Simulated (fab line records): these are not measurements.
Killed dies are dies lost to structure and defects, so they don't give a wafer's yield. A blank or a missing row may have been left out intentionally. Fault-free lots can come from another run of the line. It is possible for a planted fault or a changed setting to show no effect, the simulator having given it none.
Chamber matching	flow nand-harc	NHARC_A_SGD_CUT_ETCHBACK_24 on rie-diel-11 has 4 sister chambers
The step etches the open film in CH3F/O2, target depth 50 nm, time 92.857 s. 14 wafers are shown with their chamber, then 7 later ones without.

## WAFERS WITH THEIR CHAMBER
wafer	chamber	showerhead-plenum-p-Torr (Torr)	drypump-motor-current-A (A)	rf-vpp-V (V)
L081.2	3	2.33	6.2	243.4
L081.3	2	2.42	5.8	243.0
L081.4	0	2.34	6.5	242.0
L080.1	2	2.42	5.8	244.8
L080.5	2	2.42	5.8	244.3
L080.6	3	2.33	6.3	245.1
L085.2	0	2.33	6.5	242.0
L085.3	3	2.33	6.2	242.5
L085.6	1	2.58	5.0	245.3
L088.3	1	2.58	5.0	246.8
L088.5	3	2.33	6.3	243.7
L088.6	2	2.42	5.9	245.0
L090.1	3	2.33	6.3	242.5
L090.2	0	2.33	6.5	242.5

SIGNATURES (averages over the wafers above)
reading	chamber 0	chamber 1	chamber 2	chamber 3	scatter within a chamber
showerhead-plenum-p-Torr	2.3333	2.5800	2.4200	2.3300	0.00258
drypump-motor-current-A	6.500	5.000	5.825	6.260	0.0442
rf-vpp-V	242.167	246.050	244.275	243.440	0.912
Rule: a wafer's distance from a chamber is the root of the sum, over the readings, of the square of ((its reading less the chamber's mean) divided by the reading's scatter). The wafer belongs to the nearest chamber; if the next one is less than 2 further off, it can't be placed. The scatter: take each reading less its chamber's mean, square it, sum over the shown wafers, divide by the number of wafers less the number of chambers, and take the root.

## WAFERS WITH NO CHAMBER GIVEN
wafer	showerhead-plenum-p-Torr (Torr)	drypump-motor-current-A (A)	rf-vpp-V (V)
L090.6	2.42	5.8	243.1
L095.1	2.33	6.5	242.9
L095.2	2.58	5.0	246.9
L095.4	2.33	6.2	241.4
L097.1	2.42	5.8	242.9
L097.5	2.33	6.2	242.7
L097.6	2.42	5.8	243.7

## CHAMBER TAKEN BY EACH
wafer	from the rows above	in truth
L090.6	2	2
L095.1	0	0
L095.2	1	1
L095.4	3	3
L097.1	2	2
L097.5	3	3
L097.6	2	2
Placed correctly: 7 of 7. Number that these rows cannot place: 0. Placed wrongly: 0.
